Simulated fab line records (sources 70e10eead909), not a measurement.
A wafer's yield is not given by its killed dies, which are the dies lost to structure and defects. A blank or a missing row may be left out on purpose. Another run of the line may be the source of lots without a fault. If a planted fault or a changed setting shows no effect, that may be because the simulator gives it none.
Which of the tools did it? :: flow nand-harc :: Sampling: 24 lots, 72 wafers, 5 of 1302 route steps

## WHAT THE GAUGES READ, wafer by wafer
NHARC_A_BLC_INSPECT_28. Usual: raw-defect-count 513, standard deviation 150.
lot: L075
measured: day 23 02:45
on: defect-inspect-02
raw-defect-count: 767 529 734
flag: 

lot: L074
measured: day 23 05:38
on: defect-inspect-02
raw-defect-count: 554 403 483
flag: 

lot: L076
measured: day 23 11:16
on: defect-inspect-01
raw-defect-count: 332 338 394
flag: 

lot: L078
measured: day 23 14:22
on: defect-inspect-02
raw-defect-count: 512 475 563
flag: 

lot: L077
measured: day 23 21:52
on: defect-inspect-01
raw-defect-count: 557 803 679
flag: 

lot: L079
measured: day 25 05:51
on: defect-inspect-01
raw-defect-count: 465 504 507
flag: 

lot: L080
measured: day 25 09:02
on: defect-inspect-02
raw-defect-count: 563 693 483
flag: 

lot: L081
measured: day 25 12:46
on: defect-inspect-01
raw-defect-count: 983 1050 718
flag: 

lot: L082
measured: day 26 21:43
on: defect-inspect-01
raw-defect-count: 398 418 373
flag: 

lot: L084
measured: day 26 22:10
on: defect-inspect-01
raw-defect-count: 503 480 425
flag: 

lot: L083
measured: day 26 23:28
on: defect-inspect-01
raw-defect-count: 384 383 512
flag: 

lot: L085
measured: day 27 15:52
on: defect-inspect-02
raw-defect-count: 569 706 619
flag: 

lot: L086
measured: day 27 17:41
on: defect-inspect-02
raw-defect-count: 693 549 666
flag: 

lot: L087
measured: day 28 05:34
on: defect-inspect-01
raw-defect-count: 472 472 489
flag: 

lot: L089
measured: day 28 17:50
on: defect-inspect-01
raw-defect-count: 427 493 413
flag: 

lot: L088
measured: day 28 22:18
on: defect-inspect-01
raw-defect-count: 342 305 329
flag: 

lot: L092
measured: day 30 06:08
on: defect-inspect-02
raw-defect-count: 639 593 479
flag: 

lot: L090
measured: day 30 09:56
on: defect-inspect-01
raw-defect-count: 537 556 510
flag: 

lot: L091
measured: day 30 14:31
on: defect-inspect-01
raw-defect-count: 399 319 313
flag: 

lot: L095
measured: day 30 23:09
on: defect-inspect-02
raw-defect-count: 355 440 453
flag: 

lot: L093
measured: day 31 05:25
on: defect-inspect-01
raw-defect-count: 492 429 620
flag: 

lot: L094
measured: day 31 05:59
on: defect-inspect-01
raw-defect-count: 443 486 513
flag: 

lot: L096
measured: day 32 01:11
on: defect-inspect-01
raw-defect-count: 551 606 544
flag: 

lot: L097
measured: day 32 19:49
on: defect-inspect-01
raw-defect-count: 393 531 419
flag: 

NHARC_A_BONDPAD_THK_MEAS_30: measures by ellipsometry. Usual: thk-nm 199.8 nm, standard deviation 1.5.
lot: L075
measured: day 23 11:55
on: film-metro-02
thk-nm (nm): 199.4 198.7 199.6
flag: 

lot: L074
measured: day 23 14:38
on: film-metro-02
thk-nm (nm): 200.4 200.2 201.1
flag: 

lot: L076
measured: day 23 20:33
on: film-metro-02
thk-nm (nm): 200.6 199.6 202.3
flag: 

lot: L078
measured: day 23 23:18
on: film-metro-02
thk-nm (nm): 200.7 200.3 200.0
flag: 

lot: L077
measured: day 24 06:58
on: film-metro-02
thk-nm (nm): 198.7 198.3 199.5
flag: 

lot: L079
measured: day 25 15:20
on: film-metro-01
thk-nm (nm): 199.7 198.0 200.2
flag: 

lot: L080
measured: day 25 18:27
on: film-metro-02
thk-nm (nm): 200.5 200.6 200.1
flag: 

lot: L081
measured: day 25 21:51
on: film-metro-02
thk-nm (nm): 199.4 198.9 199.5
flag: 

lot: L082
measured: day 27 06:40
on: film-metro-02
thk-nm (nm): 200.7 199.1 202.4
flag: 

lot: L084
measured: day 27 07:16
on: film-metro-01
thk-nm (nm): 198.2 199.1 195.9
flag: 

lot: L083
measured: day 27 08:30
on: film-metro-01
thk-nm (nm): 201.4 199.2 197.5
flag: 

lot: L085
measured: day 28 00:58
on: film-metro-02
thk-nm (nm): 200.5 196.6 198.5
flag: 

lot: L086
measured: day 28 02:35
on: film-metro-02
thk-nm (nm): 201.7 205.1 199.7
flag: 

lot: L087
measured: day 28 14:34
on: film-metro-02
thk-nm (nm): 201.1 201.6 201.2
flag: 

lot: L089
measured: day 29 03:06
on: film-metro-02
thk-nm (nm): 198.5 200.3 197.5
flag: 

lot: L088
measured: day 29 07:25
on: film-metro-01
thk-nm (nm): 202.4 198.1 201.4
flag: 

lot: L092
measured: day 30 14:57
on: film-metro-02
thk-nm (nm): 197.8 200.0 197.1
flag: 

lot: L090
measured: day 30 19:03
on: film-metro-01
thk-nm (nm): 199.4 200.9 195.7
flag: 

lot: L091
measured: day 30 23:37
on: film-metro-02
thk-nm (nm): 199.7 201.9 198.0
flag: 

lot: L095
measured: day 31 08:45
on: film-metro-02
thk-nm (nm): 201.5 200.4 197.8
flag: 

lot: L093
measured: day 31 14:43
on: film-metro-01
thk-nm (nm): 198.8 200.9 198.5
flag: 

lot: L094
measured: day 31 15:28
on: film-metro-02
thk-nm (nm): 199.0 199.2 198.3
flag: 

lot: L096
measured: day 32 15:23
on: film-metro-02
thk-nm (nm): 203.4 201.3 202.4
flag: 

lot: L097
measured: day 33 04:46
on: film-metro-02
thk-nm (nm): 200.5 200.1 198.8
flag: 

## TOOL THAT RAN EACH LOT (tool first, then ch and the chambers of the sampled wafers, then the start)
lot: L075
NHARC_A_CONTACT_ALD_18: ald-metal-03 ch 0,1,2, day 22 21:39
NHARC_A_M1_PRE_CLEAN_30: pvd-sputter-03, day 23 10:05 or earlier
NHARC_A_M1_CMP_23: cmp-02 ch 2,3, day 23 10:05

lot: L074
NHARC_A_CONTACT_ALD_18: ald-metal-04 ch 0,3, day 23 00:34
NHARC_A_M1_PRE_CLEAN_30: pvd-sputter-02, day 23 12:49 or earlier
NHARC_A_M1_CMP_23: cmp-04 ch 0,1, day 23 12:49

lot: L076
NHARC_A_CONTACT_ALD_18: ald-metal-04 ch 1,2, day 23 06:07
NHARC_A_M1_PRE_CLEAN_30: pvd-sputter-02, day 23 18:45 or earlier
NHARC_A_M1_CMP_23: cmp-02 ch 2,3, day 23 18:45

lot: L078
NHARC_A_CONTACT_ALD_18: ald-metal-01 ch 2,3, day 23 09:10
NHARC_A_M1_PRE_CLEAN_30: pvd-sputter-02, day 23 21:34 or earlier
NHARC_A_M1_CMP_23: cmp-04 ch 1,2,3, day 23 21:34

lot: L077
NHARC_A_CONTACT_ALD_18: ald-metal-01 ch 0,1,2, day 23 16:45
NHARC_A_M1_PRE_CLEAN_30: pvd-sputter-02, day 24 05:08 or earlier
NHARC_A_M1_CMP_23: cmp-04 ch 2,3, day 24 05:08

lot: L079
NHARC_A_CONTACT_ALD_18: ald-metal-01 ch 1,2, day 25 00:44
NHARC_A_M1_PRE_CLEAN_30: pvd-sputter-02, day 25 13:25 or earlier
NHARC_A_M1_CMP_23: cmp-02 ch 0,1,3, day 25 13:25

lot: L080
NHARC_A_CONTACT_ALD_18: ald-metal-03 ch 0,1,3, day 25 03:55
NHARC_A_M1_PRE_CLEAN_30: pvd-sputter-02, day 25 16:28 or earlier
NHARC_A_M1_CMP_23: cmp-01 ch 1,3, day 25 16:28

lot: L081
NHARC_A_CONTACT_ALD_18: ald-metal-04 ch 1,2,3, day 25 07:37
NHARC_A_M1_PRE_CLEAN_30: pvd-sputter-02, day 25 20:00 or earlier
NHARC_A_M1_CMP_23: cmp-01 ch 0,2,3, day 25 20:00

lot: L082
NHARC_A_CONTACT_ALD_18: ald-metal-01 ch 1,2, day 26 15:54
NHARC_A_M1_PRE_CLEAN_30: pvd-sputter-01, day 27 04:51 or earlier
NHARC_A_M1_CMP_23: cmp-01 ch 0,2,3, day 27 04:51

lot: L084
NHARC_A_CONTACT_ALD_18: ald-metal-03 ch 0,1, day 26 17:09
NHARC_A_M1_PRE_CLEAN_30: pvd-sputter-03, day 27 05:26 or earlier
NHARC_A_M1_CMP_23: cmp-04 ch 0,1, day 27 05:26

lot: L083
NHARC_A_CONTACT_ALD_18: ald-metal-01 ch 0,1,3, day 26 17:51
NHARC_A_M1_PRE_CLEAN_30: pvd-sputter-02, day 27 06:41 or earlier
NHARC_A_M1_CMP_23: cmp-02 ch 0,2,3, day 27 06:41

lot: L085
NHARC_A_CONTACT_ALD_18: ald-metal-01 ch 0,1,3, day 27 10:45
NHARC_A_M1_PRE_CLEAN_30: pvd-sputter-01, day 27 23:08 or earlier
NHARC_A_M1_CMP_23: cmp-04 ch 0,3, day 27 23:08

lot: L086
NHARC_A_CONTACT_ALD_18: ald-metal-03 ch 0,1,2, day 27 12:34
NHARC_A_M1_PRE_CLEAN_30: pvd-sputter-01, day 28 00:43 or earlier
NHARC_A_M1_CMP_23: cmp-01 ch 2,3, day 28 00:43

lot: L087
NHARC_A_CONTACT_ALD_18: ald-metal-01 ch 0,1,2, day 28 00:17
NHARC_A_M1_PRE_CLEAN_30: pvd-sputter-03, day 28 12:46 or earlier
NHARC_A_M1_CMP_23: cmp-04 ch 0,3, day 28 12:46

lot: L089
NHARC_A_CONTACT_ALD_18: ald-metal-03 ch 0,1, day 28 12:43
NHARC_A_M1_PRE_CLEAN_30: pvd-sputter-03, day 29 01:07 or earlier
NHARC_A_M1_CMP_23: cmp-02 ch 0,3, day 29 01:07

lot: L088
NHARC_A_CONTACT_ALD_18: ald-metal-03 ch 0,1,3, day 28 17:21
NHARC_A_M1_PRE_CLEAN_30: pvd-sputter-03, day 29 05:35 or earlier
NHARC_A_M1_CMP_23: cmp-04 ch 0,1,3, day 29 05:35

lot: L092
NHARC_A_CONTACT_ALD_18: ald-metal-01 ch 0,2,3, day 30 01:02
NHARC_A_M1_PRE_CLEAN_30: pvd-sputter-02, day 30 13:07 or earlier
NHARC_A_M1_CMP_23: cmp-01 ch 0,1,2, day 30 13:07

lot: L090
NHARC_A_CONTACT_ALD_18: ald-metal-03 ch 0,1, day 30 04:47
NHARC_A_M1_PRE_CLEAN_30: pvd-sputter-01, day 30 17:14 or earlier
NHARC_A_M1_CMP_23: cmp-02 ch 0,3, day 30 17:14

lot: L091
NHARC_A_CONTACT_ALD_18: ald-metal-04 ch 1,2, day 30 09:28
NHARC_A_M1_PRE_CLEAN_30: pvd-sputter-03, day 30 21:47 or earlier
NHARC_A_M1_CMP_23: cmp-02 ch 1,2,3, day 30 21:47

lot: L095
NHARC_A_CONTACT_ALD_18: ald-metal-03 ch 1,2, day 30 18:02
NHARC_A_M1_PRE_CLEAN_30: pvd-sputter-03, day 31 06:43 or earlier
NHARC_A_M1_CMP_23: cmp-02 ch 2,3, day 31 06:43

lot: L093
NHARC_A_CONTACT_ALD_18: ald-metal-03 ch 0,1,3, day 31 00:17
NHARC_A_M1_PRE_CLEAN_30: pvd-sputter-02, day 31 12:41 or earlier
NHARC_A_M1_CMP_23: cmp-04 ch 0,1,2, day 31 12:41

lot: L094
NHARC_A_CONTACT_ALD_18: ald-metal-04 ch 1,2, day 31 00:44
NHARC_A_M1_PRE_CLEAN_30: pvd-sputter-02, day 31 13:29 or earlier
NHARC_A_M1_CMP_23: cmp-04 ch 1,2, day 31 13:29

lot: L096
NHARC_A_CONTACT_ALD_18: ald-metal-03 ch 1,2,3, day 31 19:37
NHARC_A_M1_PRE_CLEAN_30: pvd-sputter-02, day 32 13:31 or earlier
NHARC_A_M1_CMP_23: cmp-01 ch 0,2,3, day 32 13:31

lot: L097
NHARC_A_CONTACT_ALD_18: ald-metal-03 ch 0,1,3, day 32 14:26
NHARC_A_M1_PRE_CLEAN_30: pvd-sputter-02, day 33 02:55 or earlier
NHARC_A_M1_CMP_23: cmp-02 ch 0,1, day 33 02:55
- NHARC_A_CONTACT_ALD_18: deposits TiN, target thk 3 nm, pulse time 1 s, ald cycles 150.
- NHARC_A_M1_PRE_CLEAN_30: time 30 s.
- NHARC_A_M1_CMP_23: polishes, t overpolish 20 s, target thk 154.34 nm.

## WHAT THE TOOLS THEMSELVES READ (means of the sampled wafers that have a number; where no wafer has one, the mark that the record gives instead)
NHARC_A_CONTACT_ALD_18. Usual: heater-power-w 1102 W, standard deviation 76; precursor-pulse-height-rel 1.003, standard deviation 0.019.
lot: L075
tool: ald-metal-03
heater-power-w (W): 1097
precursor-pulse-height-rel: 0.995
flag: 

lot: L074
tool: ald-metal-04
heater-power-w (W): 1245
precursor-pulse-height-rel: 1.003
flag: 

lot: L076
tool: ald-metal-04
heater-power-w (W): 1087
precursor-pulse-height-rel: 0.998
flag: 

lot: L078
tool: ald-metal-01
heater-power-w (W): 1049
precursor-pulse-height-rel: 1.016
flag: 

lot: L077
tool: ald-metal-01
heater-power-w (W): 1058
precursor-pulse-height-rel: 1.000
flag: 

lot: L079
tool: ald-metal-01
heater-power-w (W): 1084
precursor-pulse-height-rel: 1.001
flag: 

lot: L080
tool: ald-metal-03
heater-power-w (W): 1128
precursor-pulse-height-rel: 1.011
flag: 

lot: L081
tool: ald-metal-04
heater-power-w (W): 1129
precursor-pulse-height-rel: 0.998
flag: 

lot: L082
tool: ald-metal-01
heater-power-w (W): 1062
precursor-pulse-height-rel: 0.998
flag: 

lot: L084
tool: ald-metal-03
heater-power-w (W): 1103
precursor-pulse-height-rel: 1.009
flag: 

lot: L083
tool: ald-metal-01
heater-power-w (W): 1064
precursor-pulse-height-rel: 1.010
flag: 

lot: L085
tool: ald-metal-01
heater-power-w (W): 1082
precursor-pulse-height-rel: 0.986
flag: 

lot: L086
tool: ald-metal-03
heater-power-w (W): 1113
precursor-pulse-height-rel: 1.013
flag: 

lot: L087
tool: ald-metal-01
heater-power-w (W): 1055
precursor-pulse-height-rel: 0.997
flag: 

lot: L089
tool: ald-metal-03
heater-power-w (W): 1088
precursor-pulse-height-rel: 0.992
flag: 

lot: L088
tool: ald-metal-03
heater-power-w (W): 1119
precursor-pulse-height-rel: 0.974
flag: 

lot: L092
tool: ald-metal-01
heater-power-w (W): 1075
precursor-pulse-height-rel: 0.987
flag: 

lot: L090
tool: ald-metal-03
heater-power-w (W): 1096
precursor-pulse-height-rel: 0.997
flag: 

lot: L091
tool: ald-metal-04
heater-power-w (W): 1008
precursor-pulse-height-rel: 1.006
flag: 

lot: L095
tool: ald-metal-03
heater-power-w (W): 1146
precursor-pulse-height-rel: 0.985
flag: 

lot: L093
tool: ald-metal-03
heater-power-w (W): 1112
precursor-pulse-height-rel: 0.991
flag: 

lot: L094
tool: ald-metal-04
heater-power-w (W): 1061
precursor-pulse-height-rel: 1.004
flag: 

lot: L096
tool: ald-metal-03
heater-power-w (W): 1133
precursor-pulse-height-rel: 1.016
flag: 

lot: L097
tool: ald-metal-03
heater-power-w (W): 1130
precursor-pulse-height-rel: 1.001
flag: 

NHARC_A_M1_PRE_CLEAN_30. Usual: heater-power-w 394 W, standard deviation 34.
lot: L075
tool: pvd-sputter-03
heater-power-w (W): 382
flag: 

lot: L074
tool: pvd-sputter-02
heater-power-w (W): 381
flag: 

lot: L076
tool: pvd-sputter-02
heater-power-w (W): 385
flag: 

lot: L078
tool: pvd-sputter-02
heater-power-w (W): 353
flag: 

lot: L077
tool: pvd-sputter-02
heater-power-w (W): 380
flag: 

lot: L079
tool: pvd-sputter-02
heater-power-w (W): 407
flag: 

lot: L080
tool: pvd-sputter-02
heater-power-w (W): 402
flag: 

lot: L081
tool: pvd-sputter-02
heater-power-w (W): 383
flag: 

lot: L082
tool: pvd-sputter-01
heater-power-w (W): 417
flag: 

lot: L084
tool: pvd-sputter-03
heater-power-w (W): 391
flag: 

lot: L083
tool: pvd-sputter-02
heater-power-w (W): 411
flag: 

lot: L085
tool: pvd-sputter-01
heater-power-w (W): 419
flag: 

lot: L086
tool: pvd-sputter-01
heater-power-w (W): 412
flag: 

lot: L087
tool: pvd-sputter-03
heater-power-w (W): 435
flag: 

lot: L089
tool: pvd-sputter-03
heater-power-w (W): 368
flag: 

lot: L088
tool: pvd-sputter-03
heater-power-w (W): 382
flag: 

lot: L092
tool: pvd-sputter-02
heater-power-w (W): 374
flag: 

lot: L090
tool: pvd-sputter-01
heater-power-w (W): 417
flag: 

lot: L091
tool: pvd-sputter-03
heater-power-w (W): 394
flag: 

lot: L095
tool: pvd-sputter-03
heater-power-w (W): 408
flag: 

lot: L093
tool: pvd-sputter-02
heater-power-w (W): 428
flag: 

lot: L094
tool: pvd-sputter-02
heater-power-w (W): 347
flag: 

lot: L096
tool: pvd-sputter-02
heater-power-w (W): 378
flag: 

lot: L097
tool: pvd-sputter-02
heater-power-w (W): 413
flag: 

NHARC_A_M1_CMP_23. Usual: motor-current-A 12.3 A, standard deviation 1.4; time-to-endpoint-s 27.9 s, standard deviation 2.6.
lot: L075
tool: cmp-02
motor-current-A (A): 11.7
time-to-endpoint-s (s): 28.4
flag: 

lot: L074
tool: cmp-04
motor-current-A (A): 11.9
time-to-endpoint-s (s): 30.1
flag: 

lot: L076
tool: cmp-02
motor-current-A (A): 12.0
time-to-endpoint-s (s): 28.4
flag: 

lot: L078
tool: cmp-04
motor-current-A (A): 11.7
time-to-endpoint-s (s): 26.0
flag: 

lot: L077
tool: cmp-04
motor-current-A (A): 10.8
time-to-endpoint-s (s): 26.2
flag: 

lot: L079
tool: cmp-02
motor-current-A (A): 12.5
time-to-endpoint-s (s): 27.6
flag: 

lot: L080
tool: cmp-01
motor-current-A (A): 14.3
time-to-endpoint-s (s): 31.9
flag: 

lot: L081
tool: cmp-01
motor-current-A (A): 12.9
time-to-endpoint-s (s): 30.6
flag: 

lot: L082
tool: cmp-01
motor-current-A (A): 12.8
time-to-endpoint-s (s): 31.2
flag: 

lot: L084
tool: cmp-04
motor-current-A (A): 11.8
time-to-endpoint-s (s): 27.3
flag: 

lot: L083
tool: cmp-02
motor-current-A (A): 12.4
time-to-endpoint-s (s): 29.2
flag: 

lot: L085
tool: cmp-04
motor-current-A (A): 11.4
time-to-endpoint-s (s): 27.6
flag: 

lot: L086
tool: cmp-01
motor-current-A (A): 11.6
time-to-endpoint-s (s): 28.3
flag: 

lot: L087
tool: cmp-04
motor-current-A (A): 10.9
time-to-endpoint-s (s): 28.0
flag: 

lot: L089
tool: cmp-02
motor-current-A (A): 12.9
time-to-endpoint-s (s): 29.8
flag: 

lot: L088
tool: cmp-04
motor-current-A (A): 11.6
time-to-endpoint-s (s): 29.5
flag: 

lot: L092
tool: cmp-01
motor-current-A (A): 12.3
time-to-endpoint-s (s): 27.0
flag: 

lot: L090
tool: cmp-02
motor-current-A (A): 13.4
time-to-endpoint-s (s): 27.1
flag: 

lot: L091
tool: cmp-02
motor-current-A (A): 12.1
time-to-endpoint-s (s): 29.3
flag: 

lot: L095
tool: cmp-02
motor-current-A (A): 11.7
time-to-endpoint-s (s): 29.6
flag: 

lot: L093
tool: cmp-04
motor-current-A (A): 12.4
time-to-endpoint-s (s): 25.0
flag: 

lot: L094
tool: cmp-04
motor-current-A (A): 12.1
time-to-endpoint-s (s): 24.4
flag: 

lot: L096
tool: cmp-01
motor-current-A (A): 13.0
time-to-endpoint-s (s): 23.5
flag: 

lot: L097
tool: cmp-02
motor-current-A (A): 13.3
time-to-endpoint-s (s): 27.3
flag: 

## THE ANSWER, worked out from the rows above alone
Rule: a lot counts as off when the mean over its wafers that have a number is more than 3 standard deviations away from the usual mean. A lot without any number at a reading at which 4 lots or more have one is off too. Where the step has rows for the other lots, those lots are counted as sound. Order of review: gauges by route order, followed by the tools' own readings, for which a lot's mean as printed above is used. The first step at which some lot is off is used, and at that step the reading that is off furthest; a lot without a number counts as furthest.
Across all readings shown, no lot is off: no conclusion can be drawn from this.

## WHAT HAD BEEN PUT IN BY THE SIMULATOR
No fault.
